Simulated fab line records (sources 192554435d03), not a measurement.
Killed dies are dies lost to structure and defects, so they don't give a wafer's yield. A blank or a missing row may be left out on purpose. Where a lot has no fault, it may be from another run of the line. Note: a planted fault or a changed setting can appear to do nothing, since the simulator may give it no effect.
Matching of chambers -- flow n5Finfet -- N5_MOL_CONTACT_COAG_ETCH_110 on rieDiel-03: 4 sister chambers
The step etches Si in CF4/O2, target depth 2.5 nm, time 8 s. 24 wafers are shown with their chamber, then 12 later ones without.

## EACH WAFER AND ITS CHAMBER
wafer,chamber,showerheadPlenumPTorr (Torr),throttleValvePct (%),oesProductAu (a.u.)
L074.2,2,2.13,10.71,0.75
L074.3,1,2.30,10.74,0.75
L074.6,0,2.20,10.80,0.69
L075.1,0,2.19,10.80,0.69
L075.2,3,2.21,11.10,0.72
L075.3,2,2.13,10.71,0.75
L076.1,2,2.13,10.72,0.75
L076.2,3,2.21,11.11,0.72
L076.3,1,2.30,10.75,0.74
L076.4,0,2.19,10.82,0.69
L076.5,3,2.21,11.09,0.71
L076.6,0,2.19,10.80,0.68
L079.2,0,2.19,10.82,0.68
L079.4,1,2.30,10.78,0.73
L079.5,3,2.21,11.12,0.70
L081.2,3,2.20,11.14,0.71
L081.3,2,2.12,10.73,0.74
L081.6,3,2.20,11.14,0.71
L082.3,0,2.19,10.83,0.69
L082.4,2,2.12,10.74,0.73
L082.5,1,2.30,10.78,0.73
L083.3,0,2.19,10.85,0.68
L083.5,1,2.30,10.78,0.74
L083.6,0,2.19,10.83,0.68

SIGNATURES (means of the wafers above)
reading,chamber 0,chamber 1,chamber 2,chamber 3,scatter within a chamber
showerheadPlenumPTorr,2.1913,2.3000,2.1260,2.2067,0.00413
throttleValvePct,10.8187,10.7660,10.7220,11.1167,0.0182
oesProductAu,0.6850,0.7380,0.7440,0.7117,0.00736
Rule: for a wafer and a chamber, the distance is found by dividing, reading by reading, the gap between the wafer's reading and the chamber's mean by the reading's scatter, squaring, summing and taking the root. If the next closest chamber is less than 2 further off than the closest, the wafer can't be placed; otherwise it belongs to the closest. The scatter: the root of (the sum of the squares of (reading less its chamber's mean) over the shown wafers, divided by (wafers less chambers)).

## WAFERS WITH NO CHAMBER GIVEN
wafer,showerheadPlenumPTorr (Torr),throttleValvePct (%),oesProductAu (a.u.)
L086.1,2.29,10.82,0.73
L086.3,2.19,10.86,0.68
L086.5,2.12,10.75,0.73
L087.2,2.12,10.79,0.73
L087.4,2.29,10.80,0.73
L087.5,2.20,11.16,0.70
L090.3,2.11,10.80,0.71
L090.5,2.11,10.81,0.72
L090.6,2.29,10.85,0.71
L096.1,2.29,10.88,0.71
L096.5,2.11,10.84,0.71
L096.6,2.28,10.88,0.71

## WHICH CHAMBER EACH WENT THROUGH
wafer,from the rows above,in truth
L086.1,1,1
L086.3,0,0
L086.5,2,2
L087.2,2,2
L087.4,1,1
L087.5,3,3
L090.3,2,2
L090.5,2,2
L090.6,1,1
L096.1,1,1
L096.5,2,2
L096.6,1,1
Correct placement for 12 of the 12. Not placeable from these rows: 0. Number placed wrongly: 0.
